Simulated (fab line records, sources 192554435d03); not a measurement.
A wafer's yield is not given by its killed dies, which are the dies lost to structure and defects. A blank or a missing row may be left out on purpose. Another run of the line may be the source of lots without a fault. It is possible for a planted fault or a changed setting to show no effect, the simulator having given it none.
Chamber matching -- flow n5Finfet -- rieDiel-06 running N5_SD_EPI_P_ETCH_37: 4 sister chambers
The step etches SOC in N2/H2, overetch 108 nm, time 486 s. 14 wafers are shown with their chamber, then 7 later ones without.

EACH WAFER AND ITS CHAMBER
wafer,chamber,drypumpMotorCurrentA (A),showerheadPlenumPTorr (Torr),oesProductAu (a.u.)
L081.2,1,6.2,2.50,0.86
L081.3,2,5.9,2.62,0.62
L081.5,0,5.4,2.40,0.63
L083.1,3,6.0,2.44,0.71
L083.3,2,5.9,2.62,0.62
L083.4,0,5.5,2.39,0.63
L087.2,3,6.0,2.43,0.70
L087.3,2,5.9,2.62,0.62
L087.4,1,6.2,2.49,0.82
L089.2,2,5.9,2.61,0.62
L089.4,1,6.2,2.49,0.81
L089.5,1,6.2,2.49,0.82
L090.1,3,6.0,2.43,0.70
L090.2,2,5.9,2.61,0.61

SIGNATURES, as means of the wafers listed above
reading,chamber 0,chamber 1,chamber 2,chamber 3,scatter within a chamber
drypumpMotorCurrentA,5.450,6.200,5.900,6.000,0.0224
showerheadPlenumPTorr,2.3950,2.4925,2.6160,2.4333,0.00558
oesProductAu,0.6300,0.8275,0.6180,0.7033,0.0127
Rule: for a wafer and a chamber, the distance is found by dividing, reading by reading, the gap between the wafer's reading and the chamber's mean by the reading's scatter, squaring, summing and taking the root. If the next closest chamber is less than 2 further off than the closest, the wafer can't be placed; otherwise it belongs to the closest. The scatter: take each reading less its chamber's mean, square it, sum over the shown wafers, divide by the number of wafers less the number of chambers, and take the root.

WAFERS WITHOUT THEIR CHAMBER
wafer,drypumpMotorCurrentA (A),showerheadPlenumPTorr (Torr),oesProductAu (a.u.)
L090.3,6.2,2.49,0.82
L096.1,5.9,2.61,0.61
L096.4,5.5,2.38,0.63
L096.6,5.9,2.61,0.61
L097.2,5.9,2.61,0.61
L097.5,5.9,2.61,0.61
L097.6,6.2,2.49,0.79

CHAMBER TAKEN BY EACH
wafer,from the rows above,in truth
L090.3,1,1
L096.1,2,2
L096.4,0,0
L096.6,2,2
L097.2,2,2
L097.5,2,2
L097.6,1,1
7 of 7 placed correctly. Can't be placed from these rows: 0. Number placed wrongly: 0.
